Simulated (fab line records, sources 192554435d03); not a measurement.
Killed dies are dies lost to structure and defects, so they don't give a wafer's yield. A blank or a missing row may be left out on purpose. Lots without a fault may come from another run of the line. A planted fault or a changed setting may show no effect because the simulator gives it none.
Split-lot experiment | flow n5_finfet | 7 lots, 21 wafers read, on a route of 1938 steps

THE SPLIT
At N5_PASSIVATION_PECVD_53 (deposits SiO2 from TEOS/O2, target thk 800 nm, time 169.4 s), the setting time_s was moved away from the recipe's 169.4 s on 6 of the 21 wafers read, by -12.4% to +8.3%. The other wafers ran this setting at the recipe's value.

The reading is taken at the split's own step.

THE READING
SiO2_of_PASSIVATION_PECVD_53.thk_nm (the simulator's own value, which no gauge read), in nm, at N5_PASSIVATION_PECVD_53 (deposits SiO2 from TEOS/O2, target thk 800 nm, time 169.4 s). The file gives no usual value for it. The 15 wafers here that ran the recipe average 804.2 nm, standard deviation 14 nm.

wafer  | tool, chamber at the split | time_s as run, s | against the recipe | SiO2_of_PASSIVATION_PECVD_53.thk_nm, nm | against lot-mates on the recipe
L081.1 | pecvd-04, 2                | 169.4            | recipe             | 790.8                                   | -
L081.4 | pecvd-04, 1                | 169.4            | recipe             | 808                                     | -
L081.5 | pecvd-04, 0                | 169.4            | recipe             | 817.8                                   | -
L083.1 | pecvd-03, 2                | 169.4            | recipe             | 791.2                                   | -
L083.4 | pecvd-03, 0                | 169.4            | recipe             | 800.6                                   | -
L083.5 | pecvd-03, 1                | 169.4            | recipe             | 779.2                                   | -
L084.1 | pecvd-04, 1                | 169.4            | recipe             | 799.8                                   | -
L084.3 | pecvd-04, 0                | 148.4            | -12.4%             | 692                                     | -107.8
L084.6 | pecvd-04, 0                | 148.4            | -12.4%             | 723.6                                   | -76.2
L085.4 | pecvd-01, 2                | 169.4            | recipe             | 815.8                                   | -
L085.5 | pecvd-01, 0                | 169.4            | recipe             | 828                                     | -
L085.6 | pecvd-01, 1                | 169.4            | recipe             | 819.2                                   | -
L086.2 | pecvd-03, 0                | 169.4            | recipe             | 786                                     | -
L086.4 | pecvd-03, 1                | 153              | -9.7%              | 723                                     | -63.0
L086.6 | pecvd-03, 0                | 153              | -9.7%              | 733.6                                   | -52.4
L088.3 | pecvd-01, 2                | 169.4            | recipe             | 791                                     | -
L088.4 | pecvd-01, 2                | 159.2            | -6.0%              | 756.2                                   | -46.7
L088.5 | pecvd-01, 0                | 169.4            | recipe             | 814.8                                   | -
L095.3 | pecvd-04, 1                | 183.4            | +8.3%              | 862                                     | +51.7
L095.4 | pecvd-04, 0                | 169.4            | recipe             | 814.2                                   | -
L095.6 | pecvd-04, 1                | 169.4            | recipe             | 806.4                                   | -

THE FIT
A straight line over all 21 wafers: SiO2_of_PASSIVATION_PECVD_53.thk_nm changes by +7.67 nm for each +1% of time_s; r = +0.95; the points scatter about the line by 13 nm.
The same after taking each lot's own level away (the mean of its wafers on the recipe; 21 wafers): +6.82 nm for each +1%; r = +0.96; scatter 9.9 nm.
On that fit, the largest move of time_s shifts the reading by 85 nm.
The lots' own levels span 786.00 to 821.00 nm, that is 2.5 times the standard deviation above.
So the lot-to-lot level changes the slope: the two fits differ.
Check: with one of the wafers moved furthest among these (-12.4%) left out of the fit, the line predicts -77.1 nm for it against its lot-mates. It came out at -108 nm against them.

OTHER SPLITS ON THESE WAFERS
These wafers also went through other splits before the reading. Each is held against what the fit with the lots' levels taken away leaves over:
other split on the same wafers | wafers away from the commonest value | r with SiO2_of_PASSIVATION_PECVD_53.thk_nm (lot level and that fit taken away)
N5_BEOL_M10_DEP_56 time_s      | 7                                    | +0.23
N5_BEOL_M12_SPUTTER_43 time_s  | 9                                    | +0.40
N5_BEOL_M13_ETCH_68 time_s     | 4                                    | -0.16
N5_BEOL_M13_SPUTTER_43 time_s  | 8                                    | +0.04
N5_BEOL_M15_COAT_04 spin_rpm   | 8                                    | -0.06
N5_BEOL_M15_EXPOSE_07 dose_mj  | 5                                    | +0.13
N5_PASSIVATION_ETCH_59 time_s  | 5                                    | -0.26

THE FILE'S OWN FIT
SiO2_of_PASSIVATION_PECVD_53.thk_nm changes by +6.84 nm for each +1% of time_s, r = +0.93.
